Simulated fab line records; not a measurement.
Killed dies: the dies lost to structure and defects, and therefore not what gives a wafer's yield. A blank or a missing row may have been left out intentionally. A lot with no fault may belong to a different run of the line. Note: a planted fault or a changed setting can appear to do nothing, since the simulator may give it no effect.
fab line records ; flow n5Finfet ; part 1 of 2: steps 1 to 3 of 6
[record] lots = 22; wafers = 66; lastDay = 20
route steps=1938 shown BEOL_M3@955
lots untouched by any fault: they come from a run of this same line in which no faults occurred
startH: start of the lot's first displayed wafer, in hours after the record's first day ; waitH: hours since the lot's step before ; " identical to the entry in the row above ; L1.1+2: one row covering several wafers at once ; - no value, or no start was given ; * or withheld: withheld ; < > ~ a bound
route shown NAME@n: a module of which the file shows steps, and the number in the route of the first ; usual: average and standard deviation across the fault-free wafers ; same: alike in all rows ; chamber/n: place in a boat ; sites: the reading at each site ; _std_site: the standard deviation of these ; _edge_site: mean of outer sites minus mean of inner sites ; radiusMm: for every site, how far away it sits from the centre of the wafer ; mask NAME#n: copy n ; behind: the last tool/chamber to shape the wafer ; hold: why the lot went on hold/how many hours it stayed there/how the hold came to an end ; device: the transistor (n, p or np) that didn't switch ; end of line: tests of these same wafers at the route's end ; a step given without rows: its recipe and nothing more ; killed: dies that structure and defects cost at the first sort, which is not the same as the wafer's yield ; map: a wafer's dies, marking killed ones x, the rest . and places with no die _
set.NAME: setting as actually run; set.NAME@STEP: the setting as run at that earlier step ; model.NAME: the simulator's own value behind a step, which no gauge read
route steps across a sampled set of lots; one table per step, one row per wafer
services: a tool's chamber out of use, with start hour (startH, from the record's first day; less than 0 if before it), hours out, and reason
[[steps]]
[step N5_BEOL_M3_STRIP_19]
[recipe] chemistry = O2; powerW = 400; tempC = 40; pressureMtorr = 30; rfFrequencyHz = 6e+07; biasPowerW = 0; overashFraction = 0.2; o2FlowSccm = 225
[usual] chamberPressureMTorr = 30.00/0.038; drypumpMotorCurrentA = 5.8/0.53; oesProductAu = 0.78/0.059; rfVppV = 3.7/0.38; showerheadPlenumPTorr = 2.10/0.068; throttleValvePct = 16.58/0.17
lot.wafer;tool;chamber;startH;waitH;chamberPressureMTorr;drypumpMotorCurrentA;oesProductAu;rfHoursCounterH;rfVppV;showerheadPlenumPTorr;throttleValvePct
L074.1;rieDiel-06;1;156.17;0.1;30.02;5.2;0.83;83;3.5;2.04;16.60
L074.4;rieDiel-06;0;156.17;0.1;29.99;6.2;0.70;218;4.2;2.08;16.54
L074.6;rieDiel-06;0;156.17;0.1;29.99;6.2;0.71;-;3.6;2.07;16.54
L075.1;rieDiel-06;3;160.30;0.1;29.98;5.9;0.81;98;3.8;2.04;16.80
L075.4;rieDiel-06;0;160.30;0.1;30.03;6.2;0.70;219;3.9;2.08;16.55
L075.5;rieDiel-06;3;160.30;0.1;30.33;5.9;0.81;-;3.4;2.04;16.80
L076.2;rieDiel-05;0;161.93;0.1;29.99;5.0;0.77;152;3.6;2.18;16.52
L076.3;rieDiel-05;3;161.93;0.1;30.00;5.8;0.75;137;3.9;2.20;16.43
L076.5;rieDiel-05;0;161.93;0.1;29.99;5.0;0.77;-;4.1;2.18;16.51
L079.4;rieDiel-05;1;177.45;0.1;29.98;6.0;0.76;153;4.0;2.10;16.47
L079.5;rieDiel-05;0;177.45;0.1;30.00;5.1;0.76;-;3.8;2.18;16.52
L079.6;rieDiel-05;1;177.45;0.1;29.97;6.0;0.75;-;3.6;2.10;16.45
L078.1;rieDiel-05;3;185.62;0.1;30.05;5.8;0.76;146;4.3;2.20;16.45
L078.4;rieDiel-05;2;185.62;0.1;30.04;5.3;0.92;29;3.0;2.05;16.42
L078.6;rieDiel-05;1;185.62;0.1;29.99;6.0;0.75;-;3.8;2.10;16.47
L081.1;rieDiel-05;3;202.33;0.1;30.03;5.8;0.75;152;2.9;2.20;16.46
L081.4;rieDiel-05;1;202.33;0.1;29.99;6.0;0.75;162;4.0;2.09;16.48
L081.5;rieDiel-05;1;202.33;0.1;30.02;6.0;0.75;-;3.7;2.09;16.46
L080.2;rieDiel-06;2;206.80;0.1;29.98;6.6;0.70;242;3.4;2.07;16.96
L080.3;rieDiel-06;0;206.80;0.1;30.05;6.2;0.70;231;3.3;2.07;16.56
L080.6;rieDiel-06;2;206.80;0.1;30.00;6.6;0.70;-;3.3;2.07;16.94
L083.1;rieDiel-02;2;207.07;0.1;29.98;6.1;0.82;73;4.2;2.13;16.72
L083.4;rieDiel-02;0;207.07;0.1;30.00;5.8;0.80;101;3.4;2.12;16.33
L083.6;rieDiel-02;2;207.07;0.1;29.95;6.1;0.82;-;4.3;2.13;16.71
L082.1;rieDiel-06;2;227.00;0.2;30.00;6.6;0.70;247;3.8;2.07;16.95
L082.5;rieDiel-06;1;227.00;0.2;29.95;5.2;0.80;-;3.2;2.04;16.64
L082.6;rieDiel-06;2;227.00;0.2;30.00;6.6;0.69;-;3.5;2.07;16.96
L085.3;rieDiel-02;1;233.49;0.1;30.02;6.4;0.86;47;3.9;2.23;16.58
L085.4;rieDiel-02;2;233.49;0.1;30.01;6.1;0.81;81;4.0;2.13;16.73
L085.5;rieDiel-02;3;233.49;0.1;29.99;4.8;0.81;-;3.6;2.03;16.35
L086.1;rieDiel-06;0;233.98;0.2;29.95;6.2;0.69;239;3.4;2.07;16.59
L086.4;rieDiel-06;1;233.98;0.2;29.99;5.2;0.81;105;3.8;2.04;16.66
L086.5;rieDiel-06;1;233.98;0.2;29.99;5.2;0.80;-;3.4;2.04;16.65
L087.4;rieDiel-05;0;234.16;0.1;30.01;5.0;0.75;175;3.6;2.18;16.55
L087.5;rieDiel-05;1;234.16;0.1;29.96;6.0;0.73;-;3.4;2.09;16.47
L087.6;rieDiel-05;2;234.16;0.1;30.02;5.3;0.89;-;4.3;2.04;16.44
L089.3;rieDiel-02;2;242.42;0.1;30.01;6.1;0.80;84;3.7;2.13;16.75
L089.4;rieDiel-02;0;242.42;0.1;29.99;5.8;0.79;111;3.5;2.12;16.37
L089.6;rieDiel-02;1;242.42;0.1;30.00;6.4;0.87;-;4.0;2.23;16.59
L088.1;rieDiel-02;2;248.35;0.1;30.01;6.1;0.80;86;3.6;2.13;16.74
L088.4;rieDiel-02;0;248.35;0.1;30.03;5.8;0.80;113;3.8;2.12;16.38
L088.6;rieDiel-02;1;248.35;0.1;30.05;6.4;0.85;-;4.5;2.23;16.60
L090.1;rieDiel-06;0;255.97;0.1;29.95;6.2;0.69;249;3.3;2.06;16.61
L090.5;rieDiel-06;0;255.97;0.1;29.98;6.2;0.69;-;3.7;2.06;16.60
L090.6;rieDiel-06;3;255.97;0.1;30.01;5.8;0.79;-;3.6;2.03;16.87
L091.2;rieDiel-06;3;256.31;0.1;29.99;5.8;0.78;127;3.3;2.03;16.86
L091.3;rieDiel-06;0;256.31;0.1;30.04;6.2;0.69;249;3.8;2.06;16.59
L091.4;rieDiel-06;3;256.31;0.1;30.03;5.8;0.78;-;3.9;2.03;16.85
L092.2;rieDiel-02;3;275.67;0.3;30.03;4.7;0.80;89;3.0;2.02;16.39
L092.4;rieDiel-02;2;275.67;0.3;30.00;6.1;0.79;94;3.9;2.12;16.77
L092.5;rieDiel-02;0;275.67;0.3;30.02;5.8;0.78;-;3.7;2.12;16.38
L093.2;rieDiel-06;2;276.74;0.1;30.04;6.6;0.98;2;4.3;2.06;16.52
L093.3;rieDiel-06;3;276.74;0.1;30.01;5.8;0.78;134;3.6;2.02;16.87
L093.4;rieDiel-06;3;276.74;0.1;29.99;5.8;0.77;-;3.1;2.02;16.88
L094.2;rieDiel-02;3;283.56;0.1;30.00;4.7;0.81;92;3.6;2.02;16.38
L094.4;rieDiel-02;1;283.56;0.1;30.03;6.4;0.84;62;3.5;2.23;16.61
L094.5;rieDiel-02;0;283.56;0.1;30.03;5.8;0.78;-;4.2;2.12;16.38
L095.1;rieDiel-05;2;299.69;0.1;30.04;5.3;0.86;61;4.0;2.04;16.47
L095.3;rieDiel-05;3;299.69;0.1;30.02;5.8;0.73;179;4.1;2.19;16.49
L095.6;rieDiel-05;1;299.69;0.1;30.02;6.0;0.73;-;3.6;2.09;16.51
L096.2;rieDiel-05;3;307.16;0.1;30.01;5.8;0.72;183;3.1;2.19;16.50
L096.4;rieDiel-05;0;307.16;0.1;29.98;5.0;0.73;192;4.0;2.17;16.57
L096.6;rieDiel-05;1;307.16;0.1;30.02;6.0;0.73;-;3.2;2.08;16.51
L097.1;rieDiel-02;1;316.46;0.1;29.97;6.4;0.82;72;3.5;2.23;16.62
L097.2;rieDiel-02;2;316.46;0.1;30.02;6.1;0.78;107;3.3;2.12;16.78
L097.5;rieDiel-02;2;316.46;0.1;29.96;6.1;0.77;-;4.1;2.12;16.78
[step N5_BEOL_M3_STRIP_36]
[recipe] chemistry = N2/H2; powerW = 450; tempC = 40; pressureMtorr = 20; rfFrequencyHz = 6e+07; overashFraction = 0.3; biasPowerW = 7; h2Frac = 0.5; n2FlowSccm = 200; h2FlowSccm = 200
[usual] chamberPressureMTorr = 20.00/0.031; drypumpMotorCurrentA = 5.7/0.53; h2FlowSccm = 200.0/0.6; oesProductAu = 0.80/0.06; rfVppV = 59.1/1.4; showerheadPlenumPTorr = 2.55/0.083; throttleValvePct = 23.46/0.25
lot.wafer;tool;chamber;startH;waitH;chamberPressureMTorr;drypumpMotorCurrentA;h2FlowSccm;oesProductAu;rfHoursCounterH;rfVppV;showerheadPlenumPTorr;throttleValvePct
L074.1;rieDiel-05;2;176.29;0.0;19.97;5.3;200.7;0.91;25;59.2;2.49;23.56
L074.4;rieDiel-05;0;176.29;0.0;20.05;5.0;200.5;0.77;157;57.1;2.65;23.27
L074.6;rieDiel-05;1;176.29;0.0;19.98;6.0;200.1;0.75;-;59.0;2.53;23.08
L075.1;rieDiel-02;1;176.32;0.0;20.03;6.4;200.1;0.90;27;60.4;2.70;23.75
L075.4;rieDiel-02;0;176.32;0.0;19.97;5.8;199.0;0.82;-;60.7;2.56;23.04
L075.5;rieDiel-02;2;176.32;0.0;19.98;6.1;200.6;0.83;-;58.1;2.58;23.59
L076.2;rieDiel-06;1;180.15;0.0;20.07;5.3;200.0;0.82;87;56.2;2.46;23.49
L076.3;rieDiel-06;3;180.15;0.0;20.03;5.8;200.1;0.81;103;57.1;2.45;23.73
L076.5;rieDiel-06;3;180.15;0.0;19.96;5.8;199.0;0.81;-;60.1;2.45;23.73
L079.4;rieDiel-02;2;184.43;0.0;20.04;6.1;200.1;0.82;-;59.3;2.58;23.62
L079.5;rieDiel-02;1;184.43;0.0;19.99;6.4;200.5;0.90;-;58.6;2.70;23.71
L079.6;rieDiel-02;0;184.43;0.0;20.03;5.8;200.1;0.81;-;59.0;2.56;23.04
L078.1;rieDiel-05;2;190.01;0.0;19.99;5.3;200.0;0.92;30;58.4;2.49;23.54
L078.4;rieDiel-05;1;190.01;0.0;19.99;6.1;199.5;0.74;158;58.5;2.52;23.05
L078.6;rieDiel-05;3;190.01;0.0;19.99;5.8;200.7;0.75;-;60.1;2.65;23.24
L081.1;rieDiel-02;1;206.28;0.0;20.02;6.4;201.1;0.87;40;62.0;2.70;23.76
L081.4;rieDiel-02;3;206.28;0.0;19.97;4.7;200.4;0.82;69;58.9;2.47;23.31
L081.5;rieDiel-02;1;206.28;0.0;20.00;6.4;200.5;0.88;-;61.9;2.70;23.74
L080.2;rieDiel-02;2;214.40;0.0;19.95;6.1;200.0;0.81;75;59.5;2.57;23.64
L080.3;rieDiel-02;1;214.40;0.0;20.00;6.4;199.0;0.87;42;58.8;2.69;23.73
L080.6;rieDiel-02;1;214.40;0.0;20.02;6.4;200.2;0.86;-;60.7;2.69;23.74
L083.1;rieDiel-02;1;222.10;0.0;20.04;6.4;200.0;0.86;45;59.5;2.69;23.77
L083.4;rieDiel-02;0;222.10;0.0;19.96;5.8;200.0;0.80;106;58.7;2.55;23.06
L083.6;rieDiel-02;3;222.10;0.0;19.94;4.7;200.0;0.82;-;60.2;2.47;23.36
L082.1;rieDiel-05;0;241.01;0.0;19.97;5.1;199.4;0.75;177;59.7;2.64;23.31
L082.5;rieDiel-05;2;241.01;0.0;19.98;5.3;200.1;0.89;-;57.9;2.48;23.59
L082.6;rieDiel-05;3;241.01;0.0;20.04;5.8;199.5;0.73;-;59.2;2.64;23.22
L085.3;rieDiel-06;3;246.25;0.0;19.97;5.8;199.2;0.79;123;57.5;2.45;23.77
L085.4;rieDiel-06;1;246.25;0.0;20.03;5.2;200.6;0.81;-;58.1;2.45;23.55
L085.5;rieDiel-06;0;246.25;0.0;20.06;6.2;199.8;0.69;-;59.2;2.51;23.64
L086.1;rieDiel-02;1;250.06;0.0;20.02;6.4;199.8;0.85;53;59.9;2.69;23.74
L086.4;rieDiel-02;2;250.06;0.0;19.99;6.1;198.9;0.82;86;60.3;2.57;23.68
L086.5;rieDiel-02;2;250.06;0.0;19.97;6.1;198.9;0.80;-;59.4;2.57;23.63
L087.4;rieDiel-06;1;251.02;0.0;20.08;5.2;199.9;0.81;-;56.7;2.45;23.54
L087.5;rieDiel-06;0;251.02;0.0;19.97;6.2;200.0;0.67;-;58.1;2.51;23.65
L087.6;rieDiel-06;3;251.02;0.0;20.03;5.8;201.0;0.78;-;60.6;2.44;23.75
L089.3;rieDiel-05;0;255.79;0.0;20.02;5.1;199.8;0.75;181;62.0;2.64;23.30
L089.4;rieDiel-05;1;255.79;0.0;19.99;6.0;199.8;0.73;176;58.1;2.52;23.09
L089.6;rieDiel-05;3;255.79;0.0;20.02;5.8;199.4;0.73;-;58.8;2.64;23.23
L088.1;rieDiel-02;3;264.79;0.0;20.05;4.7;200.7;0.82;86;60.5;2.46;23.31
L088.4;rieDiel-02;0;264.79;0.0;19.99;5.8;199.5;0.80;116;60.3;2.55;23.08
L088.6;rieDiel-02;1;264.79;0.0;20.01;6.4;201.3;0.86;-;61.1;2.69;23.75
L090.1;rieDiel-06;0;269.03;0.0;19.99;6.2;200.1;0.70;253;60.6;2.51;23.64
L090.5;rieDiel-06;1;269.03;0.0;19.94;5.2;199.9;0.78;-;60.4;2.45;23.55
L090.6;rieDiel-06;3;269.03;0.0;20.00;5.8;199.8;0.78;-;60.4;2.44;23.78
L091.2;rieDiel-02;0;274.39;0.0;19.98;5.7;200.3;0.79;119;59.3;2.55;23.08
L091.3;rieDiel-02;2;274.39;0.0;20.01;6.1;199.6;0.81;93;60.1;2.56;23.65
L091.4;rieDiel-02;1;274.39;0.0;20.06;6.4;201.0;0.83;58;58.4;2.69;23.75
L093.2;rieDiel-02;0;285.12;0.0;19.97;5.8;200.5;0.79;122;60.5;2.55;23.08
L093.3;rieDiel-02;3;285.12;0.0;20.02;4.8;200.8;0.81;93;58.6;2.46;23.34
L093.4;rieDiel-02;1;285.12;0.0;20.02;6.4;199.1;0.84;62;58.3;2.69;23.76
L092.2;rieDiel-05;0;285.15;0.0;20.04;5.1;199.5;0.74;188;58.7;2.64;23.32
L092.4;rieDiel-05;1;285.15;0.0;19.98;6.0;198.7;0.73;182;58.4;2.51;23.08
L092.5;rieDiel-05;1;285.15;0.0;19.99;6.0;199.8;0.74;-;57.6;2.51;23.08
L094.2;rieDiel-05;3;290.15;0.0;19.97;5.8;200.0;0.73;176;58.4;2.64;23.24
L094.4;rieDiel-05;1;290.15;0.0;19.99;6.0;199.8;0.71;182;58.2;2.51;23.12
L094.5;rieDiel-05;3;290.15;0.0;19.97;5.8;199.3;0.73;-;58.9;2.64;23.24
L095.1;rieDiel-06;2;322.72;0.0;20.00;6.6;199.7;0.93;17;59.2;2.48;23.53
L095.3;rieDiel-06;1;322.72;0.0;19.94;5.2;200.2;0.76;136;55.5;2.44;23.56
L095.6;rieDiel-06;2;322.72;0.0;20.01;6.6;200.3;0.93;-;57.4;2.48;23.54
L096.2;rieDiel-05;2;327.95;0.0;20.02;5.3;199.0;0.85;71;57.1;2.47;23.63
L096.4;rieDiel-05;1;327.95;0.0;20.04;6.0;199.3;0.72;195;59.4;2.51;23.11
L096.6;rieDiel-05;1;327.95;0.0;20.04;6.0;200.4;0.71;-;57.6;2.51;23.08
L097.1;rieDiel-06;0;332.93;0.0;19.98;6.2;199.8;0.95;9;59.5;2.50;23.31
L097.2;rieDiel-06;2;332.93;0.0;20.00;6.6;199.7;0.91;21;59.8;2.48;23.55
L097.5;rieDiel-06;0;332.93;0.0;20.02;6.2;199.5;0.94;-;58.7;2.50;23.30
[step N5_BEOL_M3_STRIP_97]
[recipe] chemistry = N2/H2; timeS = 10; powerW = 450; tempC = 40; pressureMtorr = 20; rfFrequencyHz = 6e+07; biasPowerW = 7; n2FlowSccm = 200; h2FlowSccm = 200
[usual] chamberPressureMTorr = 20.002/0.019; drypumpMotorCurrentA = 5.7/0.53; h2FlowSccm = 200.0/0.67; oesProductAu = 0.80/0.061; rfVppV = 59.2/0.84; showerheadPlenumPTorr = 2.55/0.083; throttleValvePct = 23.46/0.25
lot.wafer;tool;chamber;startH;waitH;chamberPressureMTorr;drypumpMotorCurrentA;h2FlowSccm;oesProductAu;rfHoursCounterH;rfVppV;showerheadPlenumPTorr;throttleValvePct
L074.1;rieDiel-05;2;-;-;20.003;5.3;200.7;0.93;25;59.4;2.49;23.56
L074.4;rieDiel-05;0;-;-;19.975;5.0;199.2;0.76;157;60.3;2.65;23.29
L074.6;rieDiel-05;1;-;-;20.028;6.0;199.7;0.76;-;57.9;2.53;23.03
L075.1;rieDiel-02;1;-;-;20.029;6.4;199.8;0.89;27;57.2;2.70;23.71
L075.4;rieDiel-02;0;-;-;20.024;5.8;200.0;0.81;-;60.1;2.56;23.04
L075.5;rieDiel-02;2;-;-;19.983;6.1;200.0;0.84;-;60.3;2.58;23.62
L076.2;rieDiel-06;1;-;-;20.028;5.3;199.4;0.82;88;58.4;2.46;23.50
L076.3;rieDiel-06;3;-;-;20.022;5.8;200.7;0.80;103;58.7;2.45;23.74
L076.5;rieDiel-06;3;-;-;20.012;5.9;201.0;0.81;-;58.2;2.45;23.76
L079.4;rieDiel-02;2;-;-;20.019;6.1;200.7;0.83;-;58.1;2.58;23.61
L079.5;rieDiel-02;1;-;-;19.961;6.4;198.8;0.89;-;59.3;2.70;23.73
L079.6;rieDiel-02;0;-;-;19.995;5.8;200.0;0.82;-;59.3;2.56;23.06
L078.1;rieDiel-05;2;-;-;19.992;5.3;200.6;0.91;30;60.4;2.49;23.54
L078.4;rieDiel-05;1;-;-;19.975;6.0;200.4;0.75;158;58.8;2.52;23.06
L078.6;rieDiel-05;3;-;-;20.011;5.8;200.0;0.75;-;59.6;2.65;23.19
L081.1;rieDiel-02;1;-;-;19.964;6.4;200.2;0.87;40;59.7;2.70;23.74
L081.4;rieDiel-02;3;-;-;20.005;4.7;200.2;0.82;69;58.0;2.47;23.30
L081.5;rieDiel-02;1;-;-;20.010;6.4;200.5;0.88;-;58.6;2.70;23.72
L080.2;rieDiel-02;2;-;-;19.994;6.1;199.7;0.81;75;58.8;2.57;23.63
L080.3;rieDiel-02;1;-;-;19.962;6.4;200.4;0.86;42;60.1;2.69;23.74
L080.6;rieDiel-02;1;-;-;19.994;6.4;199.7;0.87;-;58.7;2.69;23.73
L083.1;rieDiel-02;1;-;-;20.016;6.4;199.2;0.87;45;59.7;2.69;23.75
L083.4;rieDiel-02;0;-;-;19.998;5.8;199.3;0.81;106;60.1;2.55;23.06
L083.6;rieDiel-02;3;-;-;19.990;4.7;200.6;0.82;-;59.2;2.47;23.30
L082.1;rieDiel-05;0;-;-;19.995;5.0;199.4;0.73;177;60.6;2.64;23.31
L082.5;rieDiel-05;2;-;-;19.994;5.3;200.9;0.88;-;58.3;2.48;23.57
L082.6;rieDiel-05;3;-;-;20.009;5.8;200.7;0.73;-;60.4;2.65;23.22
L085.3;rieDiel-06;3;-;-;20.010;5.8;200.0;0.78;123;59.0;2.45;23.76
L085.4;rieDiel-06;1;-;-;19.999;5.2;199.5;0.79;-;59.0;2.45;23.53
L085.5;rieDiel-06;0;-;-;20.033;6.2;200.5;0.68;-;58.4;2.51;23.64
L086.1;rieDiel-02;1;-;-;20.014;6.4;200.0;0.86;53;59.2;2.69;23.77
L086.4;rieDiel-02;2;-;-;20.019;6.1;199.6;0.80;86;58.4;2.57;23.66
L086.5;rieDiel-02;2;-;-;20.042;6.1;199.9;0.80;-;58.7;2.57;23.66
L087.4;rieDiel-06;1;-;-;19.995;5.2;200.4;0.80;-;58.8;2.45;23.53
L087.5;rieDiel-06;0;-;-;20.004;6.2;199.6;0.69;-;59.0;2.51;23.65
L087.6;rieDiel-06;3;-;-;19.974;5.9;198.9;0.78;-;59.0;2.44;23.78
L089.3;rieDiel-05;0;-;-;20.005;5.0;200.0;0.75;181;59.8;2.64;23.31
L089.4;rieDiel-05;1;-;-;20.015;6.0;200.1;0.72;176;59.4;2.52;23.06
L089.6;rieDiel-05;3;-;-;19.981;5.8;201.1;0.74;-;58.8;2.64;23.25
L088.1;rieDiel-02;3;-;-;19.998;4.7;200.4;0.82;86;59.1;2.46;23.32
L088.4;rieDiel-02;0;-;-;19.983;5.8;200.0;0.79;116;59.3;2.55;23.06
L088.6;rieDiel-02;1;-;-;20.000;6.4;199.6;0.86;-;60.1;2.69;23.75
L090.1;rieDiel-06;0;-;-;19.994;6.2;198.5;0.68;253;59.6;2.51;23.66
L090.5;rieDiel-06;1;-;-;20.020;5.2;200.8;0.78;-;58.5;2.45;23.56
L090.6;rieDiel-06;3;-;-;20.034;5.8;200.7;0.77;-;59.6;2.44;23.77
L091.2;rieDiel-02;0;-;-;19.979;5.8;199.8;0.80;119;59.3;2.55;23.08
L091.3;rieDiel-02;2;-;-;19.998;6.1;200.5;0.80;93;59.2;2.56;23.65
L091.4;rieDiel-02;1;-;-;19.990;6.4;199.2;0.85;58;59.9;2.69;23.76
L093.2;rieDiel-02;0;-;-;20.009;5.8;199.4;0.79;122;61.3;2.55;23.09
L093.3;rieDiel-02;3;-;-;19.979;4.8;200.2;0.80;93;58.2;2.46;23.33
L093.4;rieDiel-02;1;-;-;20.006;6.4;199.4;0.84;62;59.1;2.69;23.77
L092.2;rieDiel-05;0;-;-;20.029;5.1;200.9;0.74;188;59.5;2.64;23.33
L092.4;rieDiel-05;1;-;-;20.012;6.0;199.3;0.72;182;60.1;2.51;23.07
L092.5;rieDiel-05;1;-;-;19.960;6.0;199.5;0.72;-;58.5;2.51;23.07
L094.2;rieDiel-05;3;-;-;20.005;5.8;200.4;0.73;176;59.0;2.64;23.24
L094.4;rieDiel-05;1;-;-;19.995;6.0;199.4;0.72;182;59.9;2.51;23.07
L094.5;rieDiel-05;3;-;-;19.993;5.8;200.0;0.72;-;60.7;2.64;23.24
L095.1;rieDiel-06;2;-;-;19.993;6.6;200.8;0.93;17;58.9;2.48;23.52
L095.3;rieDiel-06;1;-;-;19.970;5.2;200.6;0.76;136;58.2;2.44;23.57
L095.6;rieDiel-06;2;-;-;20.026;6.6;199.8;0.94;-;59.4;2.48;23.52
L096.2;rieDiel-05;2;-;-;19.991;5.3;200.2;0.86;71;59.1;2.47;23.60
L096.4;rieDiel-05;1;-;-;20.011;6.0;200.1;0.72;195;59.5;2.51;23.08
L096.6;rieDiel-05;1;-;-;19.999;6.0;199.5;0.72;-;58.0;2.51;23.10
L097.1;rieDiel-06;0;-;-;19.992;6.2;200.0;0.96;9;59.2;2.50;23.31
L097.2;rieDiel-06;2;-;-;19.993;6.6;199.6;0.92;21;60.0;2.48;23.54
L097.5;rieDiel-06;0;-;-;20.003;6.2;200.0;0.96;-;58.8;2.50;23.31
